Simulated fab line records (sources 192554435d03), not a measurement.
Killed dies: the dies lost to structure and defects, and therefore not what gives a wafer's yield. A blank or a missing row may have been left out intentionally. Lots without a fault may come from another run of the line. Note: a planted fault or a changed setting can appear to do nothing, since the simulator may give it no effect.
Which of the tools did it? -- flow n5 finfet -- 72 wafers from 24 lots sampled at 2 of the route's 1938 steps

WHAT THE GAUGES READ, wafer by wafer
N5_SD_ACTIVATION_RS_MEAS_03: measurement is done with a four-point probe. Usual: RS_SD_N 22.0 ohm/sq, standard deviation 0.31; RS_SD_P 56.3 ohm/sq, standard deviation 0.92.
lot,measured,on,RS_SD_N (ohm/sq),RS_SD_P (ohm/sq),flag
L074,day 3 10:18,film metro-02,21.4 21.4 21.4,55.7 55.2 55.5,
L075,day 3 17:37,film metro-01,22.0 21.9 22.0,57.3 56.3 56.6,
L076,day 4 00:38,film metro-01,21.4 21.6 21.6,57.7 57.6 56.9,
L077,day 4 04:37,film metro-01,21.8 21.9 22.2,55.1 54.9 55.3,
L078,day 4 12:28,film metro-01,22.1 22.0 22.2,55.2 55.5 56.3,
L079,day 4 18:55,film metro-02,21.5 21.5 21.5,57.2 56.4 57.8,
L080,day 5 00:20,film metro-02,22.0 21.7 21.8,56.3 56.8 56.8,
L081,day 5 02:41,film metro-02,21.8 22.0 22.0,56.9 55.8 55.5,
L082,day 5 12:40,film metro-01,22.1 21.7 22.0,57.1 56.6 56.3,
L083,day 5 19:29,film metro-02,21.7 21.9 21.5,55.2 55.8 55.9,
L084,day 6 01:05,film metro-01,21.5 21.7 21.3,57.5 57.2 56.4,
L085,day 6 06:37,film metro-02,21.9 21.9 22.0,56.0 56.7 55.7,
L086,day 6 13:11,film metro-02,22.0 22.3 22.4,55.8 55.3 55.4,
L087,day 6 17:00,film metro-01,22.0 22.3 22.1,57.6 57.8 57.3,
L088,day 6 20:04,film metro-02,22.1 21.6 21.7,57.2 57.1 57.4,
L089,day 7 03:06,film metro-01,22.3 22.3 22.3,57.9 58.6 57.1,
L090,day 7 08:49,film metro-02,22.2 22.3 22.2,56.1 55.7 56.5,
L091,day 7 15:16,film metro-01,22.1 21.9 22.2,54.8 54.4 54.9,
L092,day 7 22:07,film metro-01,22.0 22.4 22.1,55.2 55.3 54.6,
L093,day 8 04:39,film metro-01,21.7 21.9 22.1,56.6 56.5 56.3,
L094,day 8 10:29,film metro-01,22.1 22.1 22.3,56.7 55.9 56.1,
L095,day 8 14:21,film metro-02,22.2 22.3 22.4,55.7 56.3 56.5,
L096,day 9 03:49,film metro-01,21.8 21.7 21.6,56.8 56.3 56.1,
L097,day 9 04:24,film metro-01,22.3 22.2 22.1,56.6 56.9 56.6,

WHAT TOOL EACH LOT RAN ON (gives the tool, then ch and the chambers of the sampled wafers, and finally the start)
lot,N5_SD_ACTIVATION_LSA_01
L074,"laser anneal-01 ch 0, day 3 10:06"
L075,"laser anneal-02 ch 0, day 3 17:25"
L076,"laser anneal-01 ch 0, day 4 00:26"
L077,"laser anneal-02 ch 0, day 4 04:25"
L078,"laser anneal-01 ch 0, day 4 12:16"
L079,"laser anneal-02 ch 0, day 4 18:43"
L080,"laser anneal-01 ch 0, day 5 00:08"
L081,"laser anneal-02 ch 0, day 5 02:29"
L082,"laser anneal-01 ch 0, day 5 12:27"
L083,"laser anneal-02 ch 0, day 5 19:17"
L084,"laser anneal-01 ch 0, day 6 00:54"
L085,"laser anneal-02 ch 0, day 6 06:25"
L086,"laser anneal-01 ch 0, day 6 12:59"
L087,"laser anneal-02 ch 0, day 6 16:48"
L088,"laser anneal-01 ch 0, day 6 19:50"
L089,"laser anneal-02 ch 0, day 7 02:53"
L090,"laser anneal-01 ch 0, day 7 08:36"
L091,"laser anneal-02 ch 0, day 7 15:04"
L092,"laser anneal-01 ch 0, day 7 21:56"
L093,"laser anneal-01 ch 0, day 8 04:28"
L094,"laser anneal-02 ch 0, day 8 10:19"
L095,"laser anneal-02 ch 0, day 8 14:09"
L096,"laser anneal-01 ch 0, day 9 03:36"
L097,"laser anneal-02 ch 0, day 9 04:12"
- N5_SD_ACTIVATION_LSA_01: time 0.0008 s.

AS READ BY THE TOOLS THEMSELVES (means over the sampled wafers that have a number; for cases with no such wafer, the mark the record gives instead)
N5_SD_ACTIVATION_LSA_01. Usual: wafer_temp_C_max reads 1084.5 (standard deviation 0.91).
lot,tool,wafer_temp_C_max,flag
L074,laser anneal-01,1084.7,
L075,laser anneal-02,1084.4,
L076,laser anneal-01,1084.0,
L077,laser anneal-02,1084.1,
L078,laser anneal-01,1085.0,
L079,laser anneal-02,1084.2,
L080,laser anneal-01,1084.4,
L081,laser anneal-02,1084.7,
L082,laser anneal-01,1084.8,
L083,laser anneal-02,1084.9,
L084,laser anneal-01,1085.2,
L085,laser anneal-02,1084.2,
L086,laser anneal-01,1084.9,
L087,laser anneal-02,1083.4,
L088,laser anneal-01,1084.5,
L089,laser anneal-02,1083.8,
L090,laser anneal-01,1084.2,
L091,laser anneal-02,1084.5,
L092,laser anneal-01,1084.2,
L093,laser anneal-01,1084.7,
L094,laser anneal-02,1084.5,
L095,laser anneal-02,1084.4,
L096,laser anneal-01,1084.3,
L097,laser anneal-02,1084.0,

THE ANSWER, worked out from the rows above alone
Rule: a lot is off if the mean of its wafers that have a number lies more than 3 standard deviations from the usual mean. A lot without any number at a reading at which 4 lots or more have one is off too. The other lots that the step has rows for count as sound. First the gauges in route order, then the tools' own readings, where a lot's mean is used as printed above. At the first step where some lot is off, the reading lying furthest off is the one used; lots without a number count as furthest.
No lot is off at any reading shown: from this, nothing can be told.

WHAT THE SIMULATOR HAD PUT IN
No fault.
